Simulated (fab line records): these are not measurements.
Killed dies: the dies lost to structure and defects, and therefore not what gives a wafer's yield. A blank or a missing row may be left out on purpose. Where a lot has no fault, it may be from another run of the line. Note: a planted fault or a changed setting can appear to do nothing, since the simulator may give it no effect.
Lot-split experiment || flow n5 finfet || 21 wafers read from 7 lots, route of 1938 steps

== THE SPLIT ITSELF ==
At N5_HKMG_FIN_EXPOSE_46 (exposes mask NDIPOLE), the setting dose mj was moved away from the recipe's 40 on 7 of the 21 wafers read, by +4.6% to +6.9%. For the rest of the wafers, this setting stayed at what the recipe calls for.

== FROM THE SPLIT TO THE READING: what the file shows between them, 2 steps ==
- N5_HKMG_FIN_PEB_47: peb time 60 s
- N5_HKMG_FIN_DEVELOP_48: develop time 30 s

== THE READING ==
cd nm (nm) at N5_HKMG_FIN_CD_MEAS_49, where the cd target is 202 nm. Typical for fault-free wafers on this fab line: 202.0 nm, with standard deviation 0.87 nm.

{"wafer": "L074.1", "tool, chamber at the split": "arfi scanner-02, 0", "dose mj as run": 40, "against the recipe": "recipe", "cd nm, nm": 203.3, "against lot-mates on the recipe": "-"}
{"wafer": "L074.3", "tool, chamber at the split": "arfi scanner-02, 0", "dose mj as run": 40, "against the recipe": "recipe", "cd nm, nm": 201.5, "against lot-mates on the recipe": "-"}
{"wafer": "L074.4", "tool, chamber at the split": "arfi scanner-02, 0", "dose mj as run": 40, "against the recipe": "recipe", "cd nm, nm": 201.7, "against lot-mates on the recipe": "-"}
{"wafer": "L077.1", "tool, chamber at the split": "arfi scanner-02, 0", "dose mj as run": 40, "against the recipe": "recipe", "cd nm, nm": 201.7, "against lot-mates on the recipe": "-"}
{"wafer": "L077.2", "tool, chamber at the split": "arfi scanner-02, 0", "dose mj as run": 40, "against the recipe": "recipe", "cd nm, nm": 202.5, "against lot-mates on the recipe": "-"}
{"wafer": "L077.4", "tool, chamber at the split": "arfi scanner-02, 0", "dose mj as run": 40, "against the recipe": "recipe", "cd nm, nm": 202.7, "against lot-mates on the recipe": "-"}
{"wafer": "L080.3", "tool, chamber at the split": "arfi scanner-02, 0", "dose mj as run": 40, "against the recipe": "recipe", "cd nm, nm": 201.1, "against lot-mates on the recipe": "-"}
{"wafer": "L080.4", "tool, chamber at the split": "arfi scanner-02, 0", "dose mj as run": 41.83, "against the recipe": "+4.6%", "cd nm, nm": 203.8, "against lot-mates on the recipe": "+3.4"}
{"wafer": "L080.5", "tool, chamber at the split": "arfi scanner-02, 0", "dose mj as run": 40, "against the recipe": "recipe", "cd nm, nm": 199.8, "against lot-mates on the recipe": "-"}
{"wafer": "L085.2", "tool, chamber at the split": "arfi scanner-01, 0", "dose mj as run": 40, "against the recipe": "recipe", "cd nm, nm": 201.9, "against lot-mates on the recipe": "-"}
{"wafer": "L085.3", "tool, chamber at the split": "arfi scanner-01, 0", "dose mj as run": 40, "against the recipe": "recipe", "cd nm, nm": 202.8, "against lot-mates on the recipe": "-"}
{"wafer": "L085.4", "tool, chamber at the split": "arfi scanner-01, 0", "dose mj as run": 40, "against the recipe": "recipe", "cd nm, nm": 203.5, "against lot-mates on the recipe": "-"}
{"wafer": "L092.1", "tool, chamber at the split": "arfi scanner-03, 0", "dose mj as run": 42.23, "against the recipe": "+5.6%", "cd nm, nm": 205.5, "against lot-mates on the recipe": "+2.3"}
{"wafer": "L092.2", "tool, chamber at the split": "arfi scanner-03, 0", "dose mj as run": 42.23, "against the recipe": "+5.6%", "cd nm, nm": 205.7, "against lot-mates on the recipe": "+2.5"}
{"wafer": "L092.4", "tool, chamber at the split": "arfi scanner-03, 0", "dose mj as run": 40, "against the recipe": "recipe", "cd nm, nm": 203.2, "against lot-mates on the recipe": "-"}
{"wafer": "L093.1", "tool, chamber at the split": "arfi scanner-01, 0", "dose mj as run": 42.76, "against the recipe": "+6.9%", "cd nm, nm": 205.8, "against lot-mates on the recipe": "+4.8"}
{"wafer": "L093.3", "tool, chamber at the split": "arfi scanner-01, 0", "dose mj as run": 42.76, "against the recipe": "+6.9%", "cd nm, nm": 205.9, "against lot-mates on the recipe": "+4.9"}
{"wafer": "L093.4", "tool, chamber at the split": "arfi scanner-01, 0", "dose mj as run": 40, "against the recipe": "recipe", "cd nm, nm": 201.0, "against lot-mates on the recipe": "-"}
{"wafer": "L095.1", "tool, chamber at the split": "arfi scanner-03, 0", "dose mj as run": 42.18, "against the recipe": "+5.4%", "cd nm, nm": 206.4, "against lot-mates on the recipe": "+3.2"}
{"wafer": "L095.2", "tool, chamber at the split": "arfi scanner-03, 0", "dose mj as run": 42.18, "against the recipe": "+5.4%", "cd nm, nm": 205.2, "against lot-mates on the recipe": "+2.0"}
{"wafer": "L095.5", "tool, chamber at the split": "arfi scanner-03, 0", "dose mj as run": 40, "against the recipe": "recipe", "cd nm, nm": 203.2, "against lot-mates on the recipe": "-"}

THE FIT
A straight line over all 21 wafers: cd nm changes by +0.578 nm for each +1% of dose mj; r = +0.87; the points scatter about the line by 0.96 nm.
The same after taking each lot's own level away (the mean of its wafers on the recipe; 21 wafers): +0.582 nm for each +1%; r = +0.92; scatter 0.7 nm.
That fit puts the effect of the largest move of dose mj on the reading at 4 nm.
Across the lots, their own levels run from 200.45 to 203.20 nm, a range of 3.2 times the standard deviation given above.
The two slopes are in agreement: the lot-to-lot level therefore moves the slope only a little.
Check: +3.79 nm against its lot-mates is what the line predicts for one of the wafers moved furthest among these (+6.9%) when that wafer is left out of the fit. It came out at +4.8 nm against them.

== THE FILE'S OWN FIT ==
cd nm changes by +0.589 nm for each +1% of dose mj, r = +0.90.
